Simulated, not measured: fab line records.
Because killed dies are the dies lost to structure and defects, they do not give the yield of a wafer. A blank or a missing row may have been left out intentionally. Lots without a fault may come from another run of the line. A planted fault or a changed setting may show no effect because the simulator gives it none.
fab line records -- flow n5Finfet
record lots=6, wafers=18, lastDay=17
route steps=1938 shown BEOL_M15@1782 PASSIVATION@1936
lots with no fault: from the same line, run without faults
startH: hours from the record's opening day to when the first of the lot's shown wafers began -- waitH: time in hours since the lot's previous step -- " repeats the value in the row above -- L1.1+2: a single row standing in for several wafers -- - no value, or no start given -- * or withheld: withheld -- < > ~ a bound
route shown NAME@n: names a module that has steps shown in the file, with the first one's number in the route -- usual: mean/standard deviation of fault-free wafers -- same: alike in all rows -- chamber/n: place in a boat -- sites: readings site by site -- _std_site: standard deviation across them -- _edge_site: the outer-site mean with the inner-site mean subtracted -- radiusMm: how far each site lies from the wafer's centre -- mask NAME#n: copy n -- behind: tool/chamber where the wafer was last shaped -- hold: reason for holding the lot/hours on hold/outcome of the hold -- device: transistor that didn't switch, given as n, p or np -- end of line: tests run on the same wafers once the route is complete -- a step with no rows: only its recipe -- killed: at the first sort, the dies lost to defects and structure; wafer yield is something else -- map: a wafer's dies, marking killed ones x, the rest . and places with no die _
set.NAME: the setting the step ran with; set.NAME@STEP: the setting that earlier step ran with -- model.NAME: the simulator's own value behind a step, which no gauge read
lots at selected steps of the route; one table per step, one row per wafer
services: when a tool's chamber went out of use (startH, in hours from the record's first day, below 0 if earlier), for how many hours, and the reason
## steps
# step N5_BEOL_M15_HARDBAKE_14
# recipe tempC=130, timeS=120
# step N5_BEOL_M15_CD_MEAS_10
# recipe targetCdNm=360, landingEnergyEv=500, detector=seInlens, polarity=opening
# usual cdNm=362.5/2.3
# same landingEnergyEv=500
lot.wafer,tool,chamber,startH,waitH,cdNm
L276.3,cdSem-02,0,251.11,-,362.9
L276.4,cdSem-02,0,251.11,-,363.1
L276.6,cdSem-02,0,251.11,-,368.7
L275.1,cdSem-01,0,264.08,-,358.6
L275.3,cdSem-01,0,264.08,-,358.2
L275.4,cdSem-01,0,264.08,-,360.9
L287.2,cdSem-03,0,334.92,-,360.9
L287.4,cdSem-03,0,334.92,-,361.0
L287.5,cdSem-03,0,334.92,-,359.1
L289.1,cdSem-01,0,346.04,-,363.1
L289.3,cdSem-01,0,346.04,-,362.5
L289.4,cdSem-01,0,346.04,-,365.2
L291.1,cdSem-03,0,360.48,-,362.6
L291.4,cdSem-03,0,360.48,-,362.8
L291.6,cdSem-03,0,360.48,-,363.1
L295.1,cdSem-01,0,383.77,-,363.3
L295.2,cdSem-01,0,383.77,-,361.7
L295.4,cdSem-01,0,383.77,-,364.2
# step N5_BEOL_M15_OVL_MEAS_11
# recipe pointsPerWafer=44
# usual V14_OVL=3/4.6
lot.wafer,tool,chamber,startH,waitH,V14_OVL[nm]
L276.3,overlay-02,0,251.14,0.0,-9
L276.4,overlay-02,0,251.14,0.0,-10
L276.6,overlay-02,0,251.14,0.0,-5
L275.1,overlay-02,0,264.11,0.0,8
L275.3,overlay-02,0,264.11,0.0,-4
L275.4,overlay-02,0,264.11,0.0,5
L287.2,overlay-02,0,334.96,0.0,9
L287.4,overlay-02,0,334.96,0.0,7
L287.5,overlay-02,0,334.96,0.0,2
L289.1,overlay-02,0,346.07,0.0,4
L289.3,overlay-02,0,346.07,0.0,3
L289.4,overlay-02,0,346.07,0.0,0
L291.1,overlay-02,0,360.51,0.0,5
L291.4,overlay-02,0,360.51,0.0,2
L291.6,overlay-02,0,360.51,0.0,1
L295.1,overlay-01,0,383.80,0.0,-1
L295.2,overlay-01,0,383.80,0.0,5
L295.4,overlay-01,0,383.80,0.0,0
# step N5_BEOL_M15_INSPECT_12
# recipe mode=adi, inspectInstrument=macro
# usual rawDefectCount=2.2/1.5
lot.wafer,tool,chamber,startH,waitH,rawDefectCount
L276.3,defectInspect-02,-,251.16,0.0,2
L276.4,defectInspect-02,-,251.16,0.0,2
L276.6,defectInspect-02,-,251.16,0.0,2
L275.1,defectInspect-01,-,264.13,0.0,0
L275.3,defectInspect-01,-,264.13,0.0,3
L275.4,defectInspect-01,-,264.13,0.0,0
L287.2,defectInspect-02,-,334.98,0.0,4
L287.4,defectInspect-02,-,334.98,0.0,2
L287.5,defectInspect-02,-,334.98,0.0,2
L289.1,defectInspect-02,-,346.09,0.0,0
L289.3,defectInspect-02,-,346.09,0.0,3
L289.4,defectInspect-02,-,346.09,0.0,4
L291.1,defectInspect-02,-,360.53,0.0,1
L291.4,defectInspect-02,-,360.53,0.0,1
L291.6,defectInspect-02,-,360.53,0.0,1
L295.1,defectInspect-02,-,383.82,0.0,2
L295.2,defectInspect-02,-,383.82,0.0,2
L295.4,defectInspect-02,-,383.82,0.0,7
# step N5_BEOL_M15_DESCUM_15
# recipe chemistry=O2, timeS=7.9, sourcePowerW=50, biasPowerW=20, pressureMtorr=20, rfFrequencyHz=2.712e+07, tempC=40, o2FlowSccm=225
# usual drypumpMotorCurrentA=5.92/0.26, oesProductAu=0.79/0.09, rfVppV=243.0/1.2, showerheadPlenumPTorr=2.09/0.055, tempC=40.01/0.11, throttleValvePct=20.35/0.24
lot.wafer,tool,chamber,startH,waitH,drypumpMotorCurrentA,oesProductAu,rfHoursCounterH,rfVppV,showerheadPlenumPTorr,tempC,throttleValvePct
L276.3,rieDiel-06,2,251.25,0.1,6.01,0.69,219,243.5,2.08,39.88,20.62
L276.4,rieDiel-06,1,251.25,0.1,6.50,0.85,76,242.8,2.11,40.19,20.15
L276.6,rieDiel-06,0,251.25,0.1,5.77,0.69,-,244.7,2.19,39.96,20.71
L275.1,rieDiel-06,3,264.17,0.0,5.77,0.69,239,242.0,2.08,40.04,20.87
L275.3,rieDiel-06,0,264.17,0.0,5.79,0.69,198,245.1,2.19,39.72,20.71
L275.4,rieDiel-06,1,264.17,0.0,6.48,0.84,79,243.4,2.11,39.83,20.13
L287.2,rieDiel-02,0,335.01,0.0,5.48,0.83,66,243.1,2.02,39.94,20.23
L287.4,rieDiel-02,3,335.01,0.0,6.13,0.83,58,243.1,2.04,40.01,20.23
L287.5,rieDiel-02,2,335.01,0.0,5.96,0.70,-,243.1,2.09,40.10,20.34
L289.1,rieDiel-03,2,346.13,0.0,6.04,0.76,138,243.2,2.08,40.11,20.31
L289.3,rieDiel-03,3,346.13,0.0,5.85,0.91,18,243.2,2.15,39.87,20.02
L289.4,rieDiel-03,2,346.13,0.0,6.04,0.76,-,242.8,2.08,39.85,20.31
L291.1,rieDiel-03,2,360.56,0.0,6.04,0.75,142,241.9,2.08,40.16,20.31
L291.4,rieDiel-03,0,360.56,0.0,5.72,0.72,219,241.4,1.99,40.01,20.63
L291.6,rieDiel-03,3,360.56,0.0,5.83,0.88,-,241.4,2.15,40.05,20.01
L295.1,rieDiel-02,2,383.92,0.1,5.95,0.70,231,243.6,2.08,40.07,20.35
L295.2,rieDiel-02,1,383.92,0.1,5.98,0.77,128,243.3,2.16,40.00,20.10
L295.4,rieDiel-02,1,383.92,0.1,5.98,0.77,-,246.0,2.16,39.91,20.11
# step N5_BEOL_M15_ETCH_59
# recipe chemistry=N2/H2, target=BARC, targetDepthA=890, overetchA=267, timeS=67.9, ionEnergyEv=200, pressureMtorr=30, sourceW=840, biasW=150, n2FlowSccm=200, h2FlowSccm=200
# usual drypumpMotorCurrentA=5.93/0.26, n2FlowSccm=199.9/0.54, oesProductAu=0.67/0.071, rfVppV=523.7/2, showerheadPlenumPTorr=2.53/0.074, throttleValvePct=17.78/0.25
lot.wafer,tool,chamber,startH,waitH,drypumpMotorCurrentA,n2FlowSccm,oesProductAu,rfHoursCounterH,rfVppV,showerheadPlenumPTorr,throttleValvePct
L276.3,rieDiel-06,2,251.29,0.0,6.03,199.0,0.59,219,523.8,2.48,17.65
L276.4,rieDiel-06,1,251.29,0.0,6.51,199.9,0.71,76,524.3,2.55,17.45
L276.6,rieDiel-06,0,251.29,0.0,5.81,200.4,0.61,-,526.2,2.67,18.16
L275.1,rieDiel-06,3,264.20,0.0,5.81,200.0,0.59,239,523.6,2.50,18.18
L275.3,rieDiel-06,0,264.20,0.0,5.78,199.8,0.61,198,525.2,2.66,18.14
L275.4,rieDiel-06,1,264.20,0.0,6.50,200.3,0.71,79,525.1,2.55,17.46
L287.2,rieDiel-02,0,335.05,0.0,5.48,200.5,0.72,66,523.0,2.46,17.66
L287.4,rieDiel-02,3,335.05,0.0,6.12,200.9,0.69,58,523.1,2.50,17.85
L287.5,rieDiel-02,2,335.05,0.0,5.96,199.3,0.61,-,522.5,2.52,17.82
L289.1,rieDiel-03,2,346.16,0.0,6.00,200.5,0.64,138,524.6,2.56,18.05
L289.3,rieDiel-03,3,346.16,0.0,5.88,199.8,0.77,19,525.1,2.60,17.38
L289.4,rieDiel-03,2,346.16,0.0,6.00,200.4,0.64,-,523.5,2.56,18.05
L291.1,rieDiel-03,2,360.60,0.0,6.05,200.9,0.63,142,523.5,2.56,18.05
L291.4,rieDiel-03,0,360.60,0.0,5.75,199.7,0.61,219,519.8,2.40,17.93
L291.6,rieDiel-03,3,360.60,0.0,5.81,199.7,0.76,-,526.2,2.60,17.40
L295.1,rieDiel-02,2,383.95,0.0,5.95,199.9,0.60,231,523.8,2.51,17.83
L295.2,rieDiel-02,1,383.95,0.0,5.99,200.7,0.65,128,526.7,2.65,17.59
L295.4,rieDiel-02,1,383.95,0.0,5.97,200.8,0.65,-,526.9,2.65,17.61
# step N5_BEOL_M15_VIA_ETCH_16
# recipe chemistry=C4F8/O2/Ar, target=SiO2, heInnerTorr=15, heOuterTorr=30, targetDepthA=17922, timeS=withheld, ionEnergyEv=800, pressureMtorr=20, sourceW=1905, biasW=2040, Ar_flow_sccm=400, C4F8_flow_sccm=16, O2_flow_sccm=12, ends=cleared
# step N5_BEOL_M15_STRIP_63
# recipe chemistry=O2, powerW=600, tempC=60, pressureMtorr=30, rfFrequencyHz=6e+07, biasPowerW=0, overashFraction=0.3, o2FlowSccm=225
# usual drypumpMotorCurrentA=5.92/0.26, oesProductAu=0.79/0.09, rfVppV=3.7/0.7, showerheadPlenumPTorr=2.09/0.055, tempC=59.99/0.12, throttleValvePct=16.60/0.24
lot.wafer,tool,chamber,startH,waitH,drypumpMotorCurrentA,oesProductAu,rfHoursCounterH,rfVppV,showerheadPlenumPTorr,tempC,throttleValvePct
L276.3,rieDiel-06,2,-,-,6.03,0.70,219,4.1,2.09,59.95,16.87
L276.4,rieDiel-06,1,-,-,6.52,0.84,76,4.1,2.12,59.97,16.36
L276.6,rieDiel-06,0,-,-,5.77,0.68,-,3.2,2.20,59.81,16.94
L275.1,rieDiel-06,3,-,-,5.77,0.69,240,4.1,2.08,59.92,17.12
L275.3,rieDiel-06,0,-,-,5.79,0.70,199,3.9,2.20,59.91,16.94
L275.4,rieDiel-06,1,-,-,6.48,0.82,80,3.0,2.12,59.98,16.37
L287.2,rieDiel-02,0,-,-,5.50,0.84,66,4.0,2.03,60.13,16.44
L287.4,rieDiel-02,3,-,-,6.15,0.83,58,5.6,2.04,59.89,16.45
L287.5,rieDiel-02,2,-,-,5.97,0.70,-,4.8,2.09,60.15,16.67
L289.1,rieDiel-03,2,-,-,6.07,0.75,138,3.1,2.08,60.06,16.61
L289.3,rieDiel-03,3,-,-,5.83,0.89,19,3.3,2.16,60.06,16.24
L289.4,rieDiel-03,2,-,-,6.07,0.75,-,3.2,2.08,60.11,16.62
L291.1,rieDiel-03,2,-,-,6.06,0.76,143,2.9,2.08,59.77,16.63
L291.4,rieDiel-03,0,-,-,5.70,0.72,219,3.2,2.00,60.04,16.87
L291.6,rieDiel-03,3,-,-,5.85,0.88,-,3.0,2.15,60.12,16.26
L295.1,rieDiel-02,2,-,-,5.94,0.70,231,3.8,2.09,60.09,16.66
L295.2,rieDiel-02,1,-,-,5.98,0.77,128,3.3,2.17,60.04,16.40
L295.4,rieDiel-02,1,-,-,5.97,0.76,-,4.9,2.17,59.94,16.43
# step N5_BEOL_M15_STRIP_64
# recipe chemistry=O2, powerW=600, tempC=60, pressureMtorr=30, rfFrequencyHz=6e+07, biasPowerW=0, overashFraction=0.3, o2FlowSccm=225
# usual drypumpMotorCurrentA=5.92/0.26, oesProductAu=0.79/0.089, rfVppV=3.6/0.45, showerheadPlenumPTorr=2.09/0.055, tempC=59.99/0.11, throttleValvePct=16.60/0.24
lot.wafer,tool,chamber,startH,waitH,drypumpMotorCurrentA,oesProductAu,rfHoursCounterH,rfVppV,showerheadPlenumPTorr,tempC,throttleValvePct
L276.3,rieDiel-06,2,-,-,6.03,0.69,219,3.2,2.09,60.02,16.89
L276.4,rieDiel-06,1,-,-,6.49,0.83,76,3.3,2.12,60.04,16.33
L276.6,rieDiel-06,0,-,-,5.79,0.69,-,4.3,2.20,60.09,16.91
L275.1,rieDiel-06,3,-,-,5.76,0.69,240,3.5,2.08,60.08,17.10
L275.3,rieDiel-06,0,-,-,5.82,0.69,199,4.1,2.19,60.08,16.94
L275.4,rieDiel-06,1,-,-,6.50,0.84,80,3.3,2.12,60.12,16.36
L287.2,rieDiel-02,0,-,-,5.53,0.83,66,3.3,2.03,59.95,16.46
L287.4,rieDiel-02,3,-,-,6.12,0.84,58,4.0,2.04,59.84,16.44
L287.5,rieDiel-02,2,-,-,5.93,0.70,-,4.5,2.09,59.83,16.66
L289.1,rieDiel-03,2,-,-,6.03,0.76,138,3.1,2.08,60.09,16.63
L289.3,rieDiel-03,3,-,-,5.84,0.89,19,3.7,2.16,59.86,16.27
L289.4,rieDiel-03,2,-,-,6.03,0.75,-,3.4,2.08,60.06,16.63
L291.1,rieDiel-03,2,-,-,6.05,0.75,143,1.9,2.08,60.09,16.62
L291.4,rieDiel-03,0,-,-,5.70,0.72,219,3.9,2.00,60.06,16.89
L291.6,rieDiel-03,3,-,-,5.82,0.88,-,4.3,2.15,60.06,16.26
L295.1,rieDiel-02,2,-,-,5.95,0.69,231,3.9,2.09,59.98,16.69
L295.2,rieDiel-02,1,-,-,5.98,0.76,128,2.9,2.17,60.19,16.41
L295.4,rieDiel-02,1,-,-,6.00,0.76,-,3.7,2.17,59.90,16.40
# step N5_BEOL_M15_STRIP_65
# recipe chemistry=postEtchResidueRemover, timeS=60, tempC=25, removerPh=withheld, removerWaterWtPct=withheld, removerFluorideWtPct=withheld
# step N5_BEOL_M15_SRD_66
# recipe timeS=30, tempC=23, rinseLiquid=diw, dry=n2Spin, spinRpm=1500, dryTimeS=30
# step N5_BEOL_M15_CD_MEAS_17
# recipe targetCdNm=360, polarity=opening
# usual cdNm=364/3.2
lot.wafer,tool,chamber,startH,waitH,cdNm
L276.3,cdSem-02,-,251.75,0.0,367
L276.4,cdSem-02,-,251.75,0.0,362
L276.6,cdSem-02,-,251.75,0.0,374
L275.1,cdSem-02,-,264.66,0.0,361
L275.3,cdSem-02,-,264.66,0.0,362
L275.4,cdSem-02,-,264.66,0.0,361
L287.2,cdSem-01,-,335.51,0.0,359
L287.4,cdSem-01,-,335.51,0.0,362
L287.5,cdSem-01,-,335.51,0.0,362
L289.1,cdSem-01,-,346.62,0.0,368
L289.3,cdSem-01,-,346.62,0.0,364
L289.4,cdSem-01,-,346.62,0.0,370
L291.1,cdSem-02,-,361.06,0.0,368
L291.4,cdSem-02,-,361.06,0.0,366
L291.6,cdSem-02,-,361.06,0.0,364
L295.1,cdSem-03,-,384.45,0.0,367
L295.2,cdSem-03,-,384.45,0.0,363
L295.4,cdSem-03,-,384.45,0.0,365
# step N5_BEOL_M15_COAT_56
# recipe resist=SOC, tempC=250, timeS=60, spinRpm=1500, resistThkNm=550
# usual spinSpeedRpm=1500.0/1.2
lot.wafer,tool,chamber,startH,waitH,spinSpeedRpm,model.SOC_of_BEOL_M15_COAT_56.thkNm
L276.3,lithoTrack-02,0,251.79,0.0,1500.1,548.4
L276.4,lithoTrack-02,0,251.79,0.0,1499.6,551
L276.6,lithoTrack-02,0,251.79,0.0,1499.1,548.4
L275.1,lithoTrack-01,0,264.70,0.0,1501.4,548.6
L275.3,lithoTrack-01,0,264.70,0.0,1503.2,546
L275.4,lithoTrack-01,0,264.70,0.0,1500.1,547.6
L287.2,lithoTrack-01,0,335.55,0.0,1566.3,537.2
L287.4,lithoTrack-01,0,335.55,0.0,1567.0,536.4
L287.5,lithoTrack-01,0,335.55,0.0,1566.1,538.4
L289.1,lithoTrack-01,0,346.66,0.0,1564.6,537.6
L289.3,lithoTrack-01,0,346.66,0.0,1569.6,536.4
L289.4,lithoTrack-01,0,346.66,0.0,1569.5,538.8
L291.1,lithoTrack-02,0,361.10,0.0,1498.0,549.6
L291.4,lithoTrack-02,0,361.10,0.0,1499.2,551.4
L291.6,lithoTrack-02,0,361.10,0.0,1499.9,551
L295.1,lithoTrack-02,0,384.49,0.0,1500.7,550.8
L295.2,lithoTrack-02,0,384.49,0.0,1500.8,550.6
L295.4,lithoTrack-02,0,384.49,0.0,1501.5,551.6
# step N5_BEOL_M15_ETCH_57
# recipe chemistry=N2/H2, target=SOC, sourceW=3000, biasW=350, timeS=750, ionEnergyEv=200, pressureMtorr=30, n2FlowSccm=200, h2FlowSccm=200
# usual drypumpMotorCurrentA=5.91/0.29, n2FlowSccm=200.0/0.6, oesProductAu=0.78/0.096, rfVppV=523.6/1.9, showerheadPlenumPTorr=2.53/0.071, throttleValvePct=17.72/0.27
lot.wafer,tool,chamber,startH,waitH,drypumpMotorCurrentA,n2FlowSccm,oesProductAu,rfHoursCounterH,rfVppV,showerheadPlenumPTorr,throttleValvePct
L276.3,rieDiel-02,3,251.85,-,6.18,201.1,0.87,32,521.9,2.51,17.71
L276.4,rieDiel-02,2,251.85,-,5.96,200.8,0.72,189,523.9,2.53,17.67
L276.6,rieDiel-02,0,251.85,-,5.48,199.4,0.87,-,523.0,2.47,17.51
L275.1,rieDiel-06,0,264.76,-,5.77,199.8,0.70,199,526.9,2.66,18.04
L275.3,rieDiel-06,2,264.76,-,6.03,200.2,0.69,223,522.9,2.48,17.55
L275.4,rieDiel-06,1,264.76,-,6.48,200.1,0.83,80,524.0,2.55,17.35
L287.2,rieDiel-02,2,335.61,-,5.98,200.7,0.70,216,523.3,2.52,17.70
L287.4,rieDiel-02,0,335.61,-,5.50,199.9,0.83,66,520.9,2.46,17.56
L287.5,rieDiel-02,3,335.61,-,6.16,200.1,0.83,-,523.1,2.50,17.75
L289.1,rieDiel-06,0,346.72,-,5.80,201.2,0.68,225,525.1,2.65,18.08
L289.3,rieDiel-06,2,346.72,-,6.04,199.2,0.67,250,523.1,2.46,17.59
L289.4,rieDiel-06,3,346.72,-,5.80,199.8,0.98,7,522.9,2.50,17.67
L291.1,rieDiel-02,3,361.16,-,6.17,200.5,0.82,66,521.3,2.49,17.76
L291.4,rieDiel-02,1,361.16,-,5.98,199.4,0.77,120,527.8,2.65,17.49
L291.6,rieDiel-02,0,361.16,-,5.44,199.7,0.83,-,522.1,2.46,17.59
L295.1,rieDiel-03,2,384.55,-,6.04,200.6,0.76,150,524.1,2.56,17.96
L295.2,rieDiel-03,0,384.55,-,5.75,199.2,0.72,226,520.5,2.40,17.83
L295.4,rieDiel-03,1,384.55,-,5.46,199.6,0.98,8,524.4,2.49,17.68
# step N5_PASSIVATION_PROBE_49
# usual defectLimitedYield=91.1/1.5, killed_at_M0_to_M3=35/11, killed_at_M4_up=13/5.7, killedAtContacts=12/5.7, killedAtFrontEnd=40/11, killedAtOther=4/4.4, killedDies=105/18, killedOpen=68/14, killedShort=34/7.4, sort_bin_5_function=5.2/1, sort_bin_6_memory=3.3/0.67, sort_bin_8_speed=0.04/0.29, sortNPass=1074/18, sortYieldPct=91.0/1.5
# same grossDies=1180, killedAtBackSide=0, sort_bin_4_leakage[%]=0
lot.wafer,tool,chamber,startH,waitH,defectLimitedYield[%],killed_at_M0_to_M3,killed_at_M4_up,killedAtContacts,killedAtFrontEnd,killedAtOther,killedDies,killedOpen,killedShort,sort_bin_5_function[%],sort_bin_6_memory[%],sort_bin_8_speed[%],sortNPass,sortYieldPct[%]
L276.3,prober-01,-,268.84,0.1,89.7,51,13,9,48,1,122,83,37,5.8,4.0,0,1058,89.7
L276.4,prober-01,-,268.89,0.2,88.6,40,24,16,52,3,135,99,35,6.0,5.3,0,1045,88.6
L276.6,prober-01,-,268.99,0.3,89.3,56,12,4,48,6,126,86,38,6.4,3.7,0,1054,89.3
L275.1,prober-01,-,282.66,0.0,90.8,62,5,8,28,5,108,71,30,4.6,4.3,0,1072,90.8
L275.3,prober-01,-,282.76,0.1,90.7,36,11,10,46,7,110,59,39,5.7,2.8,0,1070,90.7
L275.4,prober-01,-,282.81,0.2,89.7,52,10,24,30,5,121,74,46,5.6,4.2,0,1059,89.7
L287.2,prober-02,-,356.22,0.1,89.2,66,24,13,22,3,128,84,43,6.7,3.5,0,1052,89.2
L287.4,prober-02,-,356.32,0.2,91.2,43,12,14,33,2,104,68,33,4.9,3.4,0,1076,91.2
L287.5,prober-02,-,356.37,0.2,92.6,32,11,12,27,5,87,58,29,4.5,2.6,0,1093,92.6
L291.4,prober-01,-,383.25,0.2,89.6,24,17,8,74,0,123,79,34,6.2,4.1,0,1057,89.6
# killed by level:class
L276.3 STI_FIN_REVEAL:geometricParticle:open=16 BEOL_M1:geometricParticle:open=16 BEOL_M0_SAQP:geometricParticle:short=9 DUMMY_GATE:geometricParticle:open=7 BEOL_M2:geometricParticle:open=7 FIN_SAQP:geometricParticle:short=6 BEOL_M4:geometricParticle:open=6 BEOL_M0_SAQP:geometricParticle:open=6
L276.4 STI_FIN_REVEAL:geometricParticle:open=15 FIN_SAQP:geometricParticle:open=14 MOL_CONTACT_COAG:geometricParticle:open=14 BEOL_M4:geometricParticle:open=13 BEOL_M3:geometricParticle:open=12 BEOL_M0_SAQP:geometricParticle:short=11 BEOL_M0_SAQP:geometricParticle:open=8 STARTING-WAFER:geometricParticle:short=7
L276.6 BEOL_M3:geometricParticle:open=22 STI_FIN_REVEAL:geometricParticle:open=15 BEOL_M0_SAQP:geometricParticle:short=14 FIN_SAQP:geometricParticle:open=10 BEOL_M0_SAQP:geometricParticle:open=9 BEOL_M4:geometricParticle:open=7 DUMMY_GATE:geometricParticle:open=5 GATE_CUT:geometricParticle:short=4
L275.1 BEOL_M3:geometricParticle:open=16 BEOL_M2:geometricParticle:open=11 BEOL_M0_SAQP:geometricParticle:open=9 STI_FIN_REVEAL:geometricParticle:open=8 BEOL_M0_SAQP:geometricParticle:short=8 BEOL_M1:geometricParticle:open=8 MOL_CONTACT_COAG:geometricParticle:open=6 FIN_SAQP:geometricParticle:open=5
L275.3 FIN_SAQP:geometricParticle:open=10 MOL_CONTACT_COAG:geometricParticle:open=9 BEOL_M2:geometricParticle:open=6 BEOL_M0_SAQP:geometricParticle:short=6 BEOL_M0_SAQP:geometricParticle:open=6 BEOL_M3:geometricParticle:short=6 GATE_CUT:geometricParticle:short=5 FIN_SAQP:geometricParticle:short=4
L275.4 MOL_CONTACT_COAG:geometricParticle:open=20 BEOL_M2:geometricParticle:open=14 BEOL_M0_SAQP:geometricParticle:short=13 BEOL_M3:geometricParticle:open=10 FIN_SAQP:geometricParticle:short=6 BEOL_M1:geometricParticle:short=5 FIN_SAQP:geometricParticle:open=4 STI_FIN_REVEAL:geometricParticle:short=4
L287.2 BEOL_M0_SAQP:geometricParticle:short=13 BEOL_M0_SAQP:geometricParticle:open=11 BEOL_M1:geometricParticle:open=11 MOL_CONTACT_COAG:geometricParticle:open=10 BEOL_M3:geometricParticle:open=9 BEOL_M4:geometricParticle:open=8 STI_FIN_REVEAL:geometricParticle:open=7 BEOL_M3:geometricParticle:short=7
L287.4 BEOL_M0_SAQP:geometricParticle:short=12 FIN_SAQP:geometricParticle:open=11 MOL_CONTACT_COAG:geometricParticle:open=9 BEOL_M0_SAQP:geometricParticle:open=9 BEOL_M3:geometricParticle:open=7 BEOL_M1:geometricParticle:open=6 STI_FIN_REVEAL:geometricParticle:open=5 MOL_CONTACT_COAG:geometricParticle:short=4
L287.5 BEOL_M0_SAQP:geometricParticle:short=11 FIN_SAQP:geometricParticle:open=7 GATE_CUT:geometricParticle:open=6 MOL_CONTACT_COAG:geometricParticle:open=6 MOL_CONTACT_COAG:geometricParticle:short=6 BEOL_M0_SAQP:geometricParticle:open=5 BEOL_M2:geometricParticle:open=5 GATE_CUT:geometricParticle:short=4
L291.4 FIN_SAQP:geometricParticle:open=33 FIN_SAQP:geometricParticle:short=14 FIN_CUT:areaEtch=8 MOL_CONTACT_COAG:geometricParticle:open=7 BEOL_M4:geometricParticle:open=7 BEOL_M1:geometricParticle:open=6 BEOL_M0_SAQP:geometricParticle:short=5 BEOL_M2:geometricParticle:open=5
## services
tool,chamber,startH,hours,kind
rieDiel-02,3,229.20,1.3,repair
rieDiel-03,0,237.94,16.9,repair
rieDiel-03,3,265.27,-,clean
rieDiel-03,3,265.27,-,consumableReplace:esc
rieDiel-03,3,265.27,-,consumableReplace:focusRing
rieDiel-03,3,265.27,20.3,scheduledDown
rieDiel-03,3,265.27,20.3,ventCycle
rieDiel-06,3,300.38,-,clean
rieDiel-06,3,300.38,-,consumableReplace:focusRing
rieDiel-06,3,300.38,24.3,scheduledDown
rieDiel-06,3,300.38,24.3,ventCycle
rieDiel-03,1,324.62,-,clean
rieDiel-03,1,324.62,-,consumableReplace:focusRing
rieDiel-03,1,324.62,24.0,scheduledDown
rieDiel-03,1,324.62,24.0,ventCycle
rieDiel-02,2,343.65,3.2,repair
rieDiel-06,2,347.95,-,clean
rieDiel-06,2,347.95,-,consumableReplace:focusRing
rieDiel-06,2,347.95,19.7,scheduledDown
rieDiel-06,2,347.95,19.7,ventCycle
lithoTrack-01,-,359.43,-,consumableReplace:filter
rieDiel-03,1,367.60,2.7,repair
rieDiel-02,0,372.38,12.3,repair
## key
firstSign step=N5_BEOL_M15_COAT_56, reading=spinSpeedRpm, direction=up, sigmas=55, usual=*, struck=*
effect none on later readings
modelEffect step=N5_BEOL_M15_COAT_56, value=SOC_of_BEOL_M15_COAT_56.thkNm, without=549.3, struck=537.5
metAt N5_BEOL_M15_COAT_56
struckWafers L287.2,L287.4,L287.5,L289.1,L289.3,L289.4
onsetBetween 264.70 335.55
fault kind=processParameterDrift, tool=lithoTrack-01, chamber=-, onsetH=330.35, steps=N5_BEOL_M15_COAT_56, channel=spinRpm, offset=*, shape=step, endH=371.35, actsIn=*, stated=*
